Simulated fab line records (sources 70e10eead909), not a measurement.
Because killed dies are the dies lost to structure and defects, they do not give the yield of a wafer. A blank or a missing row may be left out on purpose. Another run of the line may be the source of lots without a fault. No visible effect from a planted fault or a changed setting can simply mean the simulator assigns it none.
Which of the tools did it? | flow nand-harc | 30 wafers from 10 lots sampled at 7 of the route's 1159 steps

## WHAT EACH GAUGE READ, for each wafer
NHARC_A_ONON_D1_THK_MEAS_27: measures by ellipsometry. Usual: thk-nm reads 1002 nm (standard deviation 10).
lot  | measured     | on            | thk-nm (nm)    | flag
L116 | day 10 00:34 | film-metro-01 | 1021 1021 1021 |
L118 | day 10 00:34 | film-metro-02 | 976 975 976    |
L113 | day 10 00:43 | film-metro-01 | 1014 1013 1015 |
L122 | day 11 00:41 | film-metro-02 | 996 995 997    |
L121 | day 11 07:19 | film-metro-02 | 999 999 997    |
L123 | day 11 22:48 | film-metro-02 | 993 990 992    |
L125 | day 12 02:26 | film-metro-02 | 1019 1019 1018 |
L124 | day 12 02:26 | film-metro-01 | 1000 1000 1002 |
L128 | day 12 23:23 | film-metro-01 | 1001 1002 1001 |
L131 | day 13 19:57 | film-metro-02 | 998 998 996    |

NHARC_A_CHANNEL_HOLE_D1_CD_MEAS_30. Usual: cd-nm reads 89.6 nm (standard deviation 1.2).
lot  | measured     | on        | cd-nm (nm)     | flag
L116 | day 10 11:26 | cd-sem-03 | -0.2 1.4 1.7   | OFF
L118 | day 10 11:15 | cd-sem-01 | -0.2 -0.4 0.1  | OFF
L113 | day 10 15:29 | cd-sem-03 | -0.1 0.0 -0.6  | OFF
L122 | day 11 13:01 | cd-sem-03 | 91.0 90.5 90.3 |
L121 | day 11 18:09 | cd-sem-02 | 90.5 91.4 90.5 |
L123 | day 12 09:23 | cd-sem-03 | 89.5 89.5 88.7 |
L125 | day 12 15:21 | cd-sem-01 | 87.6 89.2 87.6 |
L124 | day 12 16:00 | cd-sem-03 | 87.0 87.7 87.7 |
L128 | day 13 10:44 | cd-sem-02 | 89.2 88.8 87.7 |
L131 | day 14 16:14 | cd-sem-01 | 89.1 90.6 91.7 |

NHARC_END_SORT_01. Usual: killed-at-array 26, standard deviation 10; killed-at-other 0.8, standard deviation 1.1; killed-at-periphery 3.3, standard deviation 2.6; killed-dies 30, standard deviation 11; killed-open 3.4, standard deviation 1.8; killed-short 2.0, standard deviation 1.3.
lot  | measured     | on        | killed-at-array | killed-at-other | killed-at-periphery | killed-dies | killed-open | killed-short | flag
L116 | day 21 10:20 | prober-02 | 672 673 674     | 0 0 0           | 5 4 3               | 677 677 677 | 7 3 4       | 1 2 2        | OFF
L118 | day 22 02:49 | prober-01 | 674 674 675     | 0 0 1           | 3 3 1               | 677 677 677 | 4 3 5       | 3 3 3        | OFF
L113 | day 21 18:59 | prober-02 | 675 672 674     | 0 1 0           | 2 4 3               | 677 677 677 | 0 2 3       | 0 4 3        | OFF

## WHAT TOOL EACH LOT RAN ON (gives the tool, then ch and the chambers of the sampled wafers, and finally the start)
lot  | NHARC_A_CHANNEL_HOLE_D1_ETCH_25  | NHARC_A_CHANNEL_HOLE_D1_ETCH_44    | NHARC_A_CHANNEL_HOLE_D1_XSEM_31 | NHARC_A_CHANNEL_FILL_D1_ALD_03
L116 | har-etch-02 ch 0, day 10 08:49   | rie-diel-10 ch 1,2, day 10 10:39   | xsem-01 ch 0, day 10 11:32      | -
L118 | har-etch-01 ch 0,1, day 10 08:38 | rie-diel-12 ch 0,2,3, day 10 10:28 | xsem-02 ch 0, day 10 11:22      | -
L113 | har-etch-01 ch 0,1, day 10 12:49 | rie-diel-10 ch 0,2,3, day 10 14:40 | xsem-02 ch 0, day 10 15:35      | -
L122 | har-etch-01 ch 0,1, day 11 10:32 | rie-diel-12 ch 1,2,3, day 11 12:14 | xsem-01 ch 0, day 11 13:07      | ald-sin-batch-01 ch 0, no start
L121 | har-etch-02 ch 0,1, day 11 15:40 | rie-diel-10 ch 1,2,3, day 11 17:21 | xsem-02 ch 0, day 11 18:15      | ald-sin-batch-02 ch 0, no start
L123 | har-etch-02 ch 0,1, day 12 06:46 | rie-diel-12 ch 0,3, day 12 08:36   | xsem-02 ch 0, day 12 09:29      | ald-sin-batch-03 ch 0, no start
L125 | har-etch-01 ch 0,1, day 12 12:44 | rie-diel-10 ch 0,1, day 12 14:34   | xsem-01 ch 0, day 12 15:26      | ald-sin-batch-01 ch 0, no start
L124 | har-etch-02 ch 1, day 12 13:23   | rie-diel-12 ch 1,2, day 12 15:13   | xsem-02 ch 0, day 12 16:05      | ald-sin-batch-01 ch 0, no start
L128 | har-etch-02 ch 0,1, day 13 08:06 | rie-diel-12 ch 1,2, day 13 09:56   | xsem-01 ch 0, day 13 10:49      | ald-sin-batch-01 ch 0, no start
L131 | har-etch-02 ch 0,1, day 14 13:37 | rie-diel-10 ch 0,1,3, day 14 15:27 | xsem-01 ch 0, day 14 16:19      | ald-sin-batch-02 ch 0, no start
- NHARC_A_CHANNEL_HOLE_D1_ETCH_25: etches the open film in C4F8/O2/Ar, time 1040.2 s, target depth 1500 nm.
- NHARC_A_CHANNEL_HOLE_D1_ETCH_44: etches the open film in CF4/O2, target depth 140 nm, overetch 14 nm, time 77 s.
- NHARC_A_CHANNEL_HOLE_D1_XSEM_31
- NHARC_A_CHANNEL_FILL_D1_ALD_03: deposits SiNx, target thk 6 nm, pulse time 60 s, ald cycles 58.

## AS READ BY THE TOOLS THEMSELVES (means over the sampled wafers that have a number; for cases with no such wafer, the mark the record gives instead)
NHARC_A_CHANNEL_HOLE_D1_ETCH_25. Usual: c4f8-flow-sccm 93.81 sccm, standard deviation 0.28; chamber-pressure-mTorr 20.000 mTorr, standard deviation 0.017; drypump-motor-current-A 5.4 A, standard deviation 0.32; esc-clamp-current-uA 0.0210, standard deviation 0.00044; he-backside-leak-sccm 5.8 sccm, standard deviation 0.54; o2-flow-sccm 31.19 sccm, standard deviation 0.09; showerhead-plenum-p-Torr 3.79 Torr, standard deviation 0.076; throttle-valve-pct 32.235 %, standard deviation 0.0088.
lot  | tool        | c4f8-flow-sccm (sccm) | chamber-pressure-mTorr (mTorr) | drypump-motor-current-A (A) | esc-clamp-current-uA | he-backside-leak-sccm (sccm) | o2-flow-sccm (sccm) | showerhead-plenum-p-Torr (Torr) | throttle-valve-pct (%) | flag
L116 | har-etch-02 | -                     | -                              | -                           | -                    | -                            | -                   | -                               | -                      | OFF
L118 | har-etch-01 | -                     | -                              | -                           | -                    | -                            | -                   | -                               | -                      | OFF
L113 | har-etch-01 | -                     | -                              | -                           | -                    | -                            | -                   | -                               | -                      | OFF
L122 | har-etch-01 | 93.78                 | 19.992                         | 5.7                         | 0.0213               | 6.1                          | 31.27               | 3.75                            | 32.243                 |
L121 | har-etch-02 | 94.04                 | 19.997                         | 5.2                         | 0.0208               | 5.7                          | 31.25               | 3.83                            | 32.228                 |
L123 | har-etch-02 | 94.14                 | 19.996                         | 5.1                         | 0.0208               | 5.5                          | 31.24               | 3.83                            | 32.238                 |
L125 | har-etch-01 | 93.85                 | 20.020                         | 5.7                         | 0.0215               | 6.6                          | 31.14               | 3.69                            | 32.241                 |
L124 | har-etch-02 | 94.00                 | 20.010                         | 5.0                         | 0.0210               | 5.9                          | 31.12               | 3.84                            | 32.238                 |
L128 | har-etch-02 | 93.68                 | 20.013                         | 5.3                         | 0.0207               | 5.6                          | 31.12               | 3.81                            | 32.243                 |
L131 | har-etch-02 | 93.70                 | 20.000                         | 5.2                         | 0.0209               | 5.7                          | 31.12               | 3.81                            | 32.231                 |

NHARC_A_CHANNEL_HOLE_D1_ETCH_44. Usual: bias-w 100.0 W, standard deviation 0.31; cf4-flow-sccm 80.03 sccm, standard deviation 0.22; drypump-motor-current-A 5.5 A, standard deviation 0.46; o2-flow-sccm 19.99 sccm, standard deviation 0.059; oes_ar_750_au 1.000 a.u., standard deviation 0.0043; oes-product-au 1.002 a.u., standard deviation 0.0081; rf-vpp-V 197.5 V, standard deviation 1.2; showerhead-plenum-p-Torr 1.32 Torr, standard deviation 0.046; throttle-valve-pct 13.397 %, standard deviation 0.0086.
lot  | tool        | bias-w (W) | cf4-flow-sccm (sccm) | drypump-motor-current-A (A) | o2-flow-sccm (sccm) | oes_ar_750_au (a.u.) | oes-product-au (a.u.) | rf-vpp-V (V) | showerhead-plenum-p-Torr (Torr) | throttle-valve-pct (%) | flag
L116 | rie-diel-10 | 99.7       | 79.69                | 5.6                         | 19.96               | 0.999                | 0.987                 | 198.1        | 1.31                            | 13.396                 |
L118 | rie-diel-12 | 100.0      | 80.20                | 5.6                         | 19.97               | 1.000                | 1.007                 | 195.9        | 1.29                            | 13.396                 |
L113 | rie-diel-10 | 100.0      | 79.96                | 5.4                         | 19.99               | 0.999                | 1.002                 | 197.2        | 1.31                            | 13.407                 |
L122 | rie-diel-12 | 100.0      | 80.09                | 5.2                         | 20.00               | 1.002                | 0.998                 | 196.8        | 1.31                            | 13.391                 |
L121 | rie-diel-10 | 99.9       | 80.07                | 5.4                         | 19.98               | 0.996                | 0.998                 | 197.8        | 1.33                            | 13.399                 |
L123 | rie-diel-12 | 99.9       | 79.87                | 6.0                         | 20.00               | 1.000                | 1.008                 | 196.9        | 1.28                            | 13.391                 |
L125 | rie-diel-10 | 99.7       | 80.27                | 5.4                         | 20.03               | 1.000                | 1.008                 | 197.2        | 1.29                            | 13.392                 |
L124 | rie-diel-12 | 100.4      | 80.19                | 5.0                         | 20.02               | 0.998                | 1.008                 | 198.7        | 1.34                            | 13.390                 |
L128 | rie-diel-12 | 100.0      | 80.03                | 5.1                         | 20.04               | 0.999                | 1.000                 | 197.6        | 1.32                            | 13.402                 |
L131 | rie-diel-10 | 99.9       | 80.11                | 5.3                         | 19.99               | 1.002                | 1.000                 | 197.6        | 1.32                            | 13.398                 |

NHARC_A_CHANNEL_HOLE_D1_XSEM_31. Usual: bot-cd-nm 74.1 nm, standard deviation 1.3; bow-nm 8.7 nm, standard deviation 0.42; tilt-deg 0.05 degrees, standard deviation 0.04.
lot  | tool    | bot-cd-nm (nm) | bow-nm (nm) | tilt-deg (degrees) | flag
L116 | xsem-01 | 1.6            | 0.0         | 0.00               | OFF
L118 | xsem-02 | 0.0            | 1.1         | 0.03               | OFF
L113 | xsem-02 | 0.0            | 0.9         | 0.02               | OFF
L122 | xsem-01 | 74.1           | 9.4         | 0.01               |
L121 | xsem-02 | 75.9           | 9.1         | 0.08               |
L123 | xsem-02 | 73.1           | 8.9         | 0.05               |
L125 | xsem-01 | 73.0           | 8.2         | 0.03               |
L124 | xsem-02 | 72.6           | 8.2         | 0.06               |
L128 | xsem-01 | 73.3           | 8.7         | -0.06              |
L131 | xsem-01 | 74.2           | 9.2         | 0.07               |

NHARC_A_CHANNEL_FILL_D1_ALD_03. Usual: precursor-pulse-height-rel reads 0.999 (standard deviation 0.02).
lot  | tool             | precursor-pulse-height-rel | flag
L122 | ald-sin-batch-01 | 1.007                      |
L121 | ald-sin-batch-02 | 1.007                      |
L123 | ald-sin-batch-03 | 0.999                      |
L125 | ald-sin-batch-01 | 1.005                      |
L124 | ald-sin-batch-01 | 1.012                      |
L128 | ald-sin-batch-01 | 0.996                      |
L131 | ald-sin-batch-02 | 1.004                      |

## THE ANSWER, worked out from the rows above alone
Rule: a lot counts as off when the mean over its wafers that have a number is more than 3 standard deviations away from the usual mean. Also off: a lot with no number at a reading for which 4 or more lots have one. All remaining lots with rows at the step are treated as sound. After the gauges, taken in route order, come the tools' own readings; for these a lot's mean is taken, as printed above. At the first step where some lot is off, the reading lying furthest off is the one used; lots without a number count as furthest.
Off, at NHARC_A_CHANNEL_HOLE_D1_CD_MEAS_30 on cd-nm: L116, L118, L113.
If a tool, at a process step before that reading, ran all the lots that are off and no sound lot after the first of them, it fits. The gauges at NHARC_A_CHANNEL_HOLE_D1_CD_MEAS_30 aren't tried: what is off there is off at NHARC_END_SORT_01 too, on other tools, and a gauge's error can't cause that. None of those tried fits.

## WHAT THE SIMULATOR HAD INSERTED
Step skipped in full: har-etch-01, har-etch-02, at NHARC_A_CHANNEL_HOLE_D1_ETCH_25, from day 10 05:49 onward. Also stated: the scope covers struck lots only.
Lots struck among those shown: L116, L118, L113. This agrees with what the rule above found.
